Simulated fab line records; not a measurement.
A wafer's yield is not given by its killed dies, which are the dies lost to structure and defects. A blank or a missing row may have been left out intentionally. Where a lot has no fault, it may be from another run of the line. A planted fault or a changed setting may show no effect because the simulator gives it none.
Chamber matching :: flow n5 finfet :: rie diel-02 running N5_BEOL_M4_ETCH_77: 4 sister chambers
The step etches underlayer in N2/H2, target depth 6.5 nm, time 5.2 s. 14 wafers are shown with their chamber, then 7 later ones without.

## EACH WAFER AND ITS CHAMBER
wafer: L075.1
chamber: 3
drypump motor current A (A): 5.1
showerhead plenum p Torr (Torr): 2.58
throttle valve pct (%): 17.83

wafer: L075.2
chamber: 2
drypump motor current A (A): 5.7
showerhead plenum p Torr (Torr): 2.48
throttle valve pct (%): 17.86

wafer: L075.4
chamber: 0
drypump motor current A (A): 5.3
showerhead plenum p Torr (Torr): 2.50
throttle valve pct (%): 17.76

wafer: L084.1
chamber: 3
drypump motor current A (A): 5.1
showerhead plenum p Torr (Torr): 2.57
throttle valve pct (%): 17.86

wafer: L084.2
chamber: 0
drypump motor current A (A): 5.2
showerhead plenum p Torr (Torr): 2.49
throttle valve pct (%): 17.80

wafer: L084.5
chamber: 1
drypump motor current A (A): 6.2
showerhead plenum p Torr (Torr): 2.56
throttle valve pct (%): 18.04

wafer: L085.2
chamber: 0
drypump motor current A (A): 5.3
showerhead plenum p Torr (Torr): 2.49
throttle valve pct (%): 17.78

wafer: L085.4
chamber: 2
drypump motor current A (A): 5.7
showerhead plenum p Torr (Torr): 2.47
throttle valve pct (%): 17.91

wafer: L085.5
chamber: 2
drypump motor current A (A): 5.8
showerhead plenum p Torr (Torr): 2.47
throttle valve pct (%): 17.91

wafer: L086.1
chamber: 1
drypump motor current A (A): 6.1
showerhead plenum p Torr (Torr): 2.56
throttle valve pct (%): 18.03

wafer: L086.2
chamber: 0
drypump motor current A (A): 5.2
showerhead plenum p Torr (Torr): 2.48
throttle valve pct (%): 17.81

wafer: L086.6
chamber: 1
drypump motor current A (A): 6.1
showerhead plenum p Torr (Torr): 2.56
throttle valve pct (%): 18.03

wafer: L088.1
chamber: 2
drypump motor current A (A): 5.8
showerhead plenum p Torr (Torr): 2.46
throttle valve pct (%): 17.94

wafer: L088.4
chamber: 1
drypump motor current A (A): 6.2
showerhead plenum p Torr (Torr): 2.56
throttle valve pct (%): 18.06

SIGNATURES, as means of the wafers listed above
reading: drypump motor current A
chamber 0: 5.250
chamber 1: 6.150
chamber 2: 5.750
chamber 3: 5.100
scatter within a chamber: 0.0548

reading: showerhead plenum p Torr
chamber 0: 2.4900
chamber 1: 2.5600
chamber 2: 2.4700
chamber 3: 2.5750
scatter within a chamber: 0.00671

reading: throttle valve pct
chamber 0: 17.7875
chamber 1: 18.0400
chamber 2: 17.9050
chamber 3: 17.8450
scatter within a chamber: 0.0241
Rule: distance of a wafer from a chamber = root of the sum over the readings of ((wafer's reading minus chamber's mean) / reading's scatter) squared. The wafer belongs to the nearest chamber; if the next one is less than 2 further off, it can't be placed. The scatter: take each reading less its chamber's mean, square it, sum over the shown wafers, divide by the number of wafers less the number of chambers, and take the root.

## WAFERS MISSING THEIR CHAMBER
wafer: L088.5
drypump motor current A (A): 5.2
showerhead plenum p Torr (Torr): 2.48
throttle valve pct (%): 17.82

wafer: L093.1
drypump motor current A (A): 5.2
showerhead plenum p Torr (Torr): 2.48
throttle valve pct (%): 17.82

wafer: L093.4
drypump motor current A (A): 5.7
showerhead plenum p Torr (Torr): 2.46
throttle valve pct (%): 17.94

wafer: L093.6
drypump motor current A (A): 5.1
showerhead plenum p Torr (Torr): 2.56
throttle valve pct (%): 17.91

wafer: L096.1
drypump motor current A (A): 6.2
showerhead plenum p Torr (Torr): 2.55
throttle valve pct (%): 18.08

wafer: L096.4
drypump motor current A (A): 5.1
showerhead plenum p Torr (Torr): 2.56
throttle valve pct (%): 17.89

wafer: L096.5
drypump motor current A (A): 5.1
showerhead plenum p Torr (Torr): 2.56
throttle valve pct (%): 17.91

## WHICH CHAMBER EACH ONE RAN IN
wafer: L088.5
from the rows above: 0
in truth: 0

wafer: L093.1
from the rows above: 0
in truth: 0

wafer: L093.4
from the rows above: 2
in truth: 2

wafer: L093.6
from the rows above: 3
in truth: 3

wafer: L096.1
from the rows above: 1
in truth: 1

wafer: L096.4
from the rows above: 3
in truth: 3

wafer: L096.5
from the rows above: 3
in truth: 3
Placed correctly: 7 of 7. Can't be placed from these rows: 0. Placed wrongly: 0.
